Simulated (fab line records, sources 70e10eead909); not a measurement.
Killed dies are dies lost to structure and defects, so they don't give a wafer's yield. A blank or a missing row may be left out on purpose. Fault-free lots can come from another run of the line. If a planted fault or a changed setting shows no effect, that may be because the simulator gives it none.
fab line records	flow nandHarc
[record] lots = 11	wafers = 33	lastDay = 33
route steps=1302 shown A_STAIRCASE@734
lots that met no fault: from a run of the same line without faults
startH: the number of hours between the record's first day and the start of the first shown wafer of the lot	waitH: hours since the lot's step before	" the same as in the row above	L1.1+2: a row that stands for several wafers	- no value, or no start was given	* or withheld: withheld	< > ~ a bound
route shown NAME@n: a module of which the file shows steps, and the number in the route of the first	usual: average and standard deviation across the fault-free wafers	same: alike in all rows	chamber/n: place in a boat	sites: per-site readings	_std_site: their standard deviation	_edge_site: outer sites' mean less inner sites'	radiusMm: how far each site lies from the wafer's centre	mask NAME#n: copy n	behind: the most recent tool/chamber to have shaped the wafer	hold: reason for holding the lot/hours on hold/outcome of the hold	device: the n, p or np transistor that did not switch	end of line: the tests these same wafers got at the end of their route	step lacking rows: just its recipe	killed: dies lost to structure and defects at the first sort, not the wafer's yield	map: dies across one wafer; x = killed, . = not, _ = none there
set.NAME: the setting that was run; set.NAME@STEP: the one run at that earlier step	model.NAME: the simulator's own value behind a step, which no gauge read
the route's steps for a sample of lots (tables are steps, rows are wafers)
services: when a tool's chamber went out of use (startH, in hours from the record's first day, below 0 if earlier), for how many hours, and the reason
[[steps]]
[step NHARC_A_STAIRCASE_TRIM_220]
[recipe] timeS = 211.2	o2FlowSccm = 500	arFlowSccm = 0	biasW = 0	chemistry = O2
[usual] drypumpMotorCurrentA = 5.8/0.56	oesProductAu = 1.006/0.014	rfVppV = 58.0/0.89	showerheadPlenumPTorr = 3.57/0.12	throttleValvePct = 17.035/0.0099
[same] timeS = 211.2
lot.wafer	tool	chamber	startH	waitH	drypumpMotorCurrentA	oesProductAu	rfHoursCounterH	rfVppV	showerheadPlenumPTorr	throttleValvePct
L133.4	rieDiel-13	2	358.76	0.1	4.9	1.015	3	56.1	3.38	17.036
L133.2	"	0	"	"	5.3	1.003	2	59.3	3.53	17.024
L133.6	"	1	"	"	6.6	0.985	-	58.5	3.78	17.033
L134.4	rieDiel-02	1	376.87	0.2	6.6	0.985	63	57.6	3.33	17.029
L134.5	"	2	"	"	6.0	1.006	-	59.1	3.72	17.046
L134.6	"	3	"	"	6.7	1.027	-	58.2	3.52	17.042
L135.1	rieDiel-04	0	396.94	0.1	5.9	1.003	9	57.2	3.62	17.032
L135.5	"	0	"	"	5.9	1.017	-	58.2	3.62	17.038
L135.6	"	1	"	"	5.9	0.997	-	58.5	3.65	17.040
L136.1	rieDiel-13	1	406.24	0.1	6.5	0.993	17	57.5	3.77	17.042
L136.3	"	2	"	"	4.9	1.022	17	57.2	3.37	17.046
L136.5	"	0	"	"	5.3	1.006	-	56.2	3.52	17.041
L137.1	rieDiel-02	3	419.86	0.1	6.7	1.007	2	57.4	3.51	17.044
L137.3	"	1	"	"	6.6	0.989	4	57.3	3.33	17.036
L137.5	"	0	"	"	6.7	1.002	-	58.4	3.77	17.030
L140.1	rieDiel-04	3	441.41	0.1	5.6	1.009	24	58.9	3.66	17.038
L140.4	"	0	"	"	5.9	1.010	-	57.4	3.61	17.025
L140.5	"	1	"	"	5.9	1.002	-	57.3	3.63	17.036
L146.3	rieDiel-13	0	506.27	0.1	5.3	1.015	48	57.1	3.50	17.040
L146.1	"	2	"	"	4.9	1.022	50	57.3	3.35	17.050
L146.4	"	3	"	"	6.0	0.993	49	59.7	3.49	17.026
L149.4	rieDiel-04	3	527.12	0.1	5.6	1.010	55	57.5	3.64	17.032
L149.1	"	0	"	"	5.9	1.022	62	57.7	3.59	17.031
L149.5	"	1	"	"	5.8	1.002	-	58.1	3.62	17.037
L148.2	rieDiel-13	2	533.64	0.1	4.9	1.020	1	59.3	3.35	17.035
L148.3	"	3	"	"	6.0	0.973	1	58.5	3.49	17.038
L148.6	"	2	"	"	4.9	1.002	-	57.6	3.35	17.015
L151.2	rieDiel-04	1	545.22	0.1	5.8	1.018	2	58.6	3.61	17.029
L151.4	"	2	"	"	5.0	1.010	2	57.5	3.53	17.049
L151.6	"	1	"	"	5.9	1.019	-	55.7	3.61	17.032
L154.3	rieDiel-04	1	581.98	0.1	5.8	1.031	18	57.7	3.61	17.032
L154.2	"	2	"	"	5.0	1.014	19	57.3	3.52	17.040
L154.5	"	2	"	"	5.0	1.009	-	57.2	3.52	17.047
[step NHARC_A_STAIRCASE_TRIM_224]
[recipe] timeS = 211.2	o2FlowSccm = 500	arFlowSccm = 0	biasW = 0	chemistry = O2
[usual] drypumpMotorCurrentA = 5.8/0.54	oesProductAu = 1.006/0.014	rfVppV = 57.9/0.83	showerheadPlenumPTorr = 3.57/0.12	throttleValvePct = 17.036/0.0097
[same] timeS = 211.2
lot.wafer	tool	chamber	startH	waitH	drypumpMotorCurrentA	oesProductAu	rfHoursCounterH	rfVppV	showerheadPlenumPTorr	throttleValvePct
L133.4	rieDiel-13	3	-	-	6.1	0.995	3	57.4	3.52	17.026
L133.2	"	1	"	"	6.5	0.995	3	59.2	3.78	17.046
L133.6	"	3	"	"	6.1	0.985	-	59.0	3.52	17.035
L134.4	rieDiel-02	3	-	-	6.7	1.036	44	58.5	3.52	17.044
L134.5	"	2	"	"	6.0	0.997	-	59.2	3.72	17.042
L134.6	"	3	"	"	6.7	1.019	-	57.7	3.52	17.052
L135.1	rieDiel-04	1	-	-	5.9	1.005	11	58.4	3.65	17.034
L135.5	"	0	"	"	5.9	1.002	-	57.8	3.62	17.046
L135.6	"	1	"	"	5.9	0.996	-	57.8	3.65	17.036
L136.3	rieDiel-13	3	-	-	6.1	0.980	12	57.3	3.51	17.032
L136.1	"	0	"	"	5.3	0.999	15	56.3	3.52	17.026
L136.5	"	2	"	"	4.9	1.009	-	57.3	3.37	17.043
L137.3	rieDiel-02	0	-	-	6.7	1.001	5	58.7	3.77	17.038
L137.1	"	3	"	"	6.7	1.010	2	58.7	3.51	17.043
L137.5	"	3	"	"	6.8	1.012	-	59.0	3.51	17.022
L140.1	rieDiel-04	0	-	-	5.9	1.021	29	59.3	3.61	17.028
L140.4	"	3	"	"	5.6	1.010	-	59.2	3.66	17.043
L140.5	"	0	"	"	5.9	1.017	-	59.1	3.61	17.049
L146.1	rieDiel-13	0	-	-	5.3	0.999	49	56.6	3.50	17.025
L146.4	"	1	"	"	6.5	0.993	51	57.9	3.75	17.040
L146.3	"	2	"	"	4.9	1.026	50	57.4	3.35	17.048
L149.1	rieDiel-04	1	-	-	5.9	1.007	65	57.0	3.62	17.040
L149.4	"	3	"	"	5.6	1.017	56	59.0	3.64	17.030
L149.5	"	1	"	"	5.8	1.005	-	56.9	3.62	17.029
L148.2	rieDiel-13	0	-	-	5.3	1.018	2	57.5	3.50	17.035
L148.3	"	3	"	"	6.0	0.985	2	56.5	3.49	17.030
L148.6	"	1	"	"	6.5	1.007	-	58.4	3.74	17.026
L151.2	rieDiel-04	2	-	-	5.0	1.015	2	59.6	3.53	17.027
L151.4	"	1	"	"	5.9	1.017	3	57.4	3.61	17.052
L151.6	"	3	"	"	5.6	0.985	-	58.4	3.64	17.027
L154.2	rieDiel-04	1	-	-	5.8	1.029	18	57.5	3.61	17.042
L154.3	"	2	"	"	5.0	1.016	19	57.4	3.52	17.049
L154.5	"	3	"	"	5.6	1.007	-	58.2	3.63	17.028
[step NHARC_A_STAIRCASE_TRIM_226]
[recipe] timeS = 211.2	o2FlowSccm = 500	arFlowSccm = 0	biasW = 0	chemistry = O2
[usual] drypumpMotorCurrentA = 5.8/0.55	oesProductAu = 1.005/0.014	rfVppV = 58.0/0.83	showerheadPlenumPTorr = 3.57/0.12	throttleValvePct = 17.036/0.0098
[same] timeS = 211.2
lot.wafer	tool	chamber	startH	waitH	drypumpMotorCurrentA	oesProductAu	rfHoursCounterH	rfVppV	showerheadPlenumPTorr	throttleValvePct
L133.4	rieDiel-13	0	-	-	5.3	1.000	3	57.3	3.53	17.035
L133.2	"	1	"	"	6.5	0.999	3	59.8	3.78	17.038
L133.6	"	0	"	"	5.4	1.001	-	58.8	3.53	17.038
L134.4	rieDiel-02	1	-	-	6.6	0.986	63	57.3	3.33	17.034
L134.6	"	3	"	"	6.7	1.029	-	58.1	3.52	17.041
L134.5	"	0	"	"	6.6	0.998	-	58.6	3.78	17.033
L135.1	rieDiel-04	2	-	-	5.0	1.009	9	57.0	3.55	17.040
L135.5	"	1	"	"	5.9	0.996	-	58.7	3.65	17.044
L135.6	"	2	"	"	5.0	1.034	-	57.6	3.55	17.023
L136.1	rieDiel-13	2	-	-	4.9	1.021	17	55.9	3.37	17.053
L136.3	"	0	"	"	5.3	0.999	15	58.3	3.52	17.026
L136.5	"	3	"	"	6.1	0.974	-	58.3	3.51	17.030
L137.1	rieDiel-02	3	-	-	6.7	1.002	2	57.4	3.51	17.038
L137.3	"	0	"	"	6.7	1.005	5	58.7	3.77	17.036
L137.5	"	3	"	"	6.7	1.010	-	57.8	3.51	17.037
L140.1	rieDiel-04	0	-	-	5.9	1.010	30	58.0	3.61	17.033
L140.5	"	0	"	"	5.9	1.020	-	58.4	3.61	17.042
L140.4	"	1	"	"	5.9	1.005	-	58.3	3.63	17.055
L146.1	rieDiel-13	0	-	-	5.3	1.016	49	57.4	3.50	17.041
L146.3	"	1	"	"	6.5	0.990	51	57.7	3.75	17.043
L146.4	"	3	"	"	6.1	1.001	50	57.6	3.49	17.049
L149.1	rieDiel-04	2	-	-	5.0	1.010	44	58.3	3.54	17.029
L149.4	"	3	"	"	5.6	1.015	56	57.5	3.64	17.034
L149.5	"	1	"	"	5.9	1.008	-	57.6	3.62	17.032
L148.2	rieDiel-13	0	-	-	5.3	1.002	2	57.3	3.50	17.038
L148.3	"	1	"	"	6.5	0.991	2	59.0	3.74	17.038
L148.6	"	0	"	"	5.3	1.006	-	57.9	3.50	17.056
L151.4	rieDiel-04	0	-	-	5.9	1.041	2	59.3	3.59	17.037
L151.2	"	3	"	"	5.6	1.005	2	57.7	3.64	17.024
L151.6	"	0	"	"	5.9	1.038	-	58.1	3.59	17.034
L154.3	rieDiel-04	3	-	-	5.6	0.986	16	58.0	3.63	17.029
L154.2	"	1	"	"	5.9	1.013	18	57.5	3.61	17.028
L154.5	"	3	"	"	5.6	0.988	-	58.2	3.63	17.025
[step NHARC_A_STAIRCASE_ETCH_230]
[recipe] targetDepthA = 1000	timeS = 40.5	ionEnergyEv = 400	c4f8FlowSccm = 20	o2FlowSccm = 10	arFlowSccm = withheld	rfW = 600	biasW = 1000	chemistry = C4F8/O2
[usual] oesProductAu = 0.952/0.016	rfFwdPowerW = 591.6/3	rfVppV = 897/5
[same] timeS = 40.5
lot.wafer	tool	chamber	startH	waitH	oesProductAu	rfFwdPowerW	rfHoursCounterH	rfVppV
L133.2	rieDiel-13	0	360.05	-	0.946	588.8	3	896
L133.4	"	1	"	"	0.940	592.9	3	905
L133.6	"	0	"	"	0.949	592.9	-	896
L134.4	rieDiel-13	1	378.21	0.2	0.923	591.6	-	904
L134.6	"	0	"	"	0.931	592.2	-	895
L134.5	"	1	"	"	0.928	588.6	-	903
L135.1	rieDiel-13	1	398.33	-	0.952	589.9	12	903
L135.6	"	2	"	"	0.958	588.3	-	891
L135.5	"	3	"	"	0.930	594.0	-	894
L136.3	rieDiel-13	3	407.48	-	1.004	690.3	13	895
L136.1	"	0	"	"	1.031	690.3	16	894
L136.5	"	3	"	"	1.007	688.9	-	895
L137.3	rieDiel-02	1	421.28	-	0.935	597.3	5	888
L137.1	"	3	"	"	0.944	593.1	2	894
L137.5	"	0	"	"	0.941	588.8	-	905
L140.1	rieDiel-13	1	443.94	-	1.051	688.2	29	905
L140.4	"	2	"	"	1.090	681.9	26	890
L140.5	"	1	"	"	1.048	688.6	-	904
L146.1	rieDiel-13	1	507.53	-	0.940	593.7	51	906
L146.4	"	2	"	"	0.968	590.1	50	889
L146.3	"	0	"	"	0.965	592.2	49	894
L149.4	rieDiel-13	0	528.48	-	0.963	590.2	0	896
L149.1	"	1	"	"	0.975	591.0	0	903
L149.5	"	3	"	"	0.939	592.0	-	895
L148.2	rieDiel-13	1	534.87	-	0.944	590.3	2	903
L148.3	"	0	"	"	0.955	593.2	2	894
L148.6	"	2	"	"	0.943	590.4	-	890
L151.4	rieDiel-13	2	546.58	-	0.958	585.6	6	888
L151.2	"	0	"	"	0.972	593.0	6	896
L151.6	"	2	"	"	0.956	589.3	-	889
L154.2	rieDiel-02	3	583.19	-	0.973	594.1	0	894
L154.3	"	1	"	"	0.951	595.7	0	887
L154.5	"	3	"	"	0.969	595.5	-	895
[[services]]
tool	chamber	startH	hours	kind
rieDiel-13	-	342.12	9.0	pm
rieDiel-13	0	342.12	9.0	ventCycle
rieDiel-13	1	342.12	9.0	ventCycle
rieDiel-13	2	342.12	9.0	ventCycle
rieDiel-13	3	342.12	9.0	ventCycle
rieDiel-13	0	351.12	-	clean
rieDiel-13	1	351.12	-	clean
rieDiel-13	2	351.12	-	clean
rieDiel-13	3	351.12	-	clean
rieDiel-04	-	355.03	9.0	pm
rieDiel-13	3	367.40	20.9	repair
rieDiel-04	2	368.63	3.7	repair
rieDiel-13	0	375.62	-	clean
rieDiel-13	2	377.01	6.5	repair
rieDiel-04	3	385.98	1.7	repair
rieDiel-02	2	395.21	33.8	repair
rieDiel-02	-	396.42	9.0	pm
rieDiel-02	3	405.54	8.1	repair
rieDiel-13	2	418.27	18.2	repair
rieDiel-04	2	440.61	33.2	repair
rieDiel-13	-	519.17	9.0	pm
rieDiel-04	-	532.03	9.0	pm
rieDiel-13	2	547.64	2.1	repair
rieDiel-02	-	573.48	9.0	pm
[[key]]
[firstSign] step = NHARC_A_STAIRCASE_ETCH_230	reading = rfFwdPowerW	direction = up	sigmas = 33	usual = *	struck = *
[effect] step = NHARC_A_STAIRCASE_ETCH_230	reading = oesProductAu	direction = up	sigmas = 5.4	usual = 0.952	struck = 1.039
metAt NHARC_A_STAIRCASE_ETCH_230
struckLots L136,L140
testerLeftOut L136,L140
notActingAt NHARC_A_STAIRCASE_TRIM_220,NHARC_A_STAIRCASE_TRIM_224,NHARC_A_STAIRCASE_TRIM_226
onsetBetween 398.33 407.48
[fault] kind = processParameterDrift	tool = rieDiel-13	chamber = -	onsetH = 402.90	steps = NHARC_A_STAIRCASE_ETCH_230	channel = rfW	offset = *	shape = step	endH = 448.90	actsIn = *	stated = *
// testerLeftOut: of these lots the tester's yield and bins aren't shown, on N5 and GAA mostly nor the transistor test; their killed dies are dies lost to structure and defects alone, not to doping, threshold or leakage, so they don't give the yield
